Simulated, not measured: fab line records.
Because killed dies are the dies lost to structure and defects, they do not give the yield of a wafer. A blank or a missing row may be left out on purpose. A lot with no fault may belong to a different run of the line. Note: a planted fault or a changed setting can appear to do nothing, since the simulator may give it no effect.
Chamber matching | flow nand_harc | NHARC_A_STAIRCASE_STRIP_476 on rie_diel-13: 4 sister chambers
The step strips in O2, time 20 s. 8 wafers are shown with their chamber, then 8 later ones without.

## EACH WAFER AND ITS CHAMBER
wafer  | chamber | showerhead_plenum_p_Torr (Torr) | drypump_motor_current_A (A)
L081.4 | 0       | 3.29                            | 6.1
L084.2 | 1       | 3.55                            | 6.4
L084.3 | 0       | 3.29                            | 6.1
L083.6 | 3       | 3.67                            | 5.0
L086.2 | 3       | 3.66                            | 5.1
L086.3 | 1       | 3.54                            | 6.3
L086.5 | 2       | 3.63                            | 6.0
L090.3 | 2       | 3.62                            | 6.0

## WAFERS WITHOUT THEIR CHAMBER
wafer  | showerhead_plenum_p_Torr (Torr) | drypump_motor_current_A (A)
L090.4 | 3.29                            | 6.2
L090.5 | 3.66                            | 5.0
L095.3 | 3.65                            | 5.0
L095.4 | 3.28                            | 6.1
L095.6 | 3.65                            | 5.0
L095.1 | 3.61                            | 6.0
L095.2 | 3.53                            | 6.4
L095.5 | 3.28                            | 6.1

## CHAMBER TAKEN BY EACH
wafer  | from the rows above | in truth
L090.4 | 0                   | 0
L090.5 | 3                   | 3
L095.3 | 3                   | 3
L095.4 | 0                   | 0
L095.6 | 3                   | 3
L095.1 | 2                   | 2
L095.2 | 1                   | 1
L095.5 | 0                   | 0
8 of 8 placed correctly. Number that these rows cannot place: 0. 0 placed wrongly.
How it was worked out, from the rows above alone: a wafer's distance from a chamber is the root of the sum, over the readings, of the square of ((its reading less the chamber's mean) divided by the reading's scatter). If the next closest chamber is less than 2 further off than the closest, the wafer can't be placed; otherwise it belongs to the closest. A chamber's mean is the mean of its shown wafers. The scatter: the root of (the sum of the squares of (reading less its chamber's mean) over the shown wafers, divided by (wafers less chambers)).
